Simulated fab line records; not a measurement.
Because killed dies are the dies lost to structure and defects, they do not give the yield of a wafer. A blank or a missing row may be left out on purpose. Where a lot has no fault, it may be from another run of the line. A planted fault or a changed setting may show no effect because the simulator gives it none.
Chamber matching ; flow n5 finfet ; N5_BEOL_M4_ETCH_69 on rie diel-03: 4 sister chambers
The step etches SiARC in CF4, target depth 15.6 nm, time 26 s. 4 wafers are shown with their chamber, then 8 later ones without.

== WAFERS PAIRED WITH THEIR CHAMBERS ==
wafer;chamber;showerhead plenum p Torr (Torr)
L084.2;3;2.13
L089.2;2;2.18
L089.3;1;2.18
L093.2;0;2.23

== WAFERS WITH NO CHAMBER GIVEN ==
wafer;showerhead plenum p Torr (Torr)
L093.3;2.13
L093.4;2.17
L095.2;2.13
L095.3;2.18
L095.4;2.23
L097.2;2.13
L097.4;2.18
L097.5;2.13

== WHICH CHAMBER EACH ONE RAN IN ==
wafer;from the rows above;in truth
L093.3;3;3
L093.4;can't be placed: 1 or 2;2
L095.2;3;3
L095.3;can't be placed: 1 or 2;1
L095.4;0;0
L097.2;3;3
L097.4;can't be placed: 1 or 2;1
L097.5;3;3
Placed correctly: 5 of 8. Cannot be placed on the basis of these rows: 3; the candidates contain the true chamber in 3. Placed wrongly: 0.
How it was worked out, from the rows above alone: a wafer's distance from a chamber is the root of the sum, over the readings, of the square of ((its reading less the chamber's mean) divided by the reading's scatter). If the next closest chamber is less than 2 further off than the closest, the wafer can't be placed; otherwise it belongs to the closest. The mean given for a chamber averages the wafers shown for that chamber. The scatter (one wafer shown for each chamber): square how far every hidden wafer sits from the nearest shown wafer, average those squares and take the square root.
